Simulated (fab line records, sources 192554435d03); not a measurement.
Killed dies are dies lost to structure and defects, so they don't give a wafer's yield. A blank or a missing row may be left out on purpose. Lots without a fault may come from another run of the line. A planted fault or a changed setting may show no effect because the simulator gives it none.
Which tool did it? | flow n5_finfet | 12 lots, 36 wafers sampled, at 1 step of a route of 1938

WHAT THE GAUGES READ, wafer by wafer
N5_BEOL_M14_THK_MEAS_50: measures by xrf.
lot  | measured     | on            | M14_THK (nm)
L074 | day 14 04:16 | film_metro-02 | 532 540 536
L077 | day 14 21:46 | film_metro-02 | 533 544 536
L083 | day 15 16:02 | film_metro-02 | 552 549 532
L081 | day 16 05:46 | film_metro-01 | 554 539 555
L082 | day 16 18:10 | film_metro-01 | 524 555 527
L080 | day 17 02:34 | film_metro-01 | 554 546 546
L090 | day 17 22:52 | film_metro-02 | 521 527 527
L086 | day 18 00:20 | film_metro-01 | 529 533 532
L093 | day 18 02:10 | film_metro-02 | 538 515 521
L091 | day 18 17:08 | film_metro-02 | 525 528 522
L095 | day 19 11:50 | film_metro-01 | 538 542 539
L096 | day 20 04:32 | film_metro-01 | 526 527 545

WHICH TOOL RAN EACH LOT (tool, then ch and the chambers of the sampled wafers, then the start)
The record holds no process step before these readings.

THE ANSWER, worked out from the rows above alone
Rule: what is usual is taken from the lots themselves. Put in order of their means at a reading, lots are off if they are a third of the lots or fewer, leave a main group of 4 or more, and stand apart from it by a gap of 3 or more times the standard deviation of the main group's means; of several such gaps the widest counts. A main group whose means are all the same, to the digits that the tables above print for the reading, isn't used. A lot without any number at a reading at which 4 lots or more have one is off too. The other lots that the step has rows for count as sound.
No lot is off at any reading shown: from this, nothing can be told.

WHAT THE SIMULATOR HAD PUT IN
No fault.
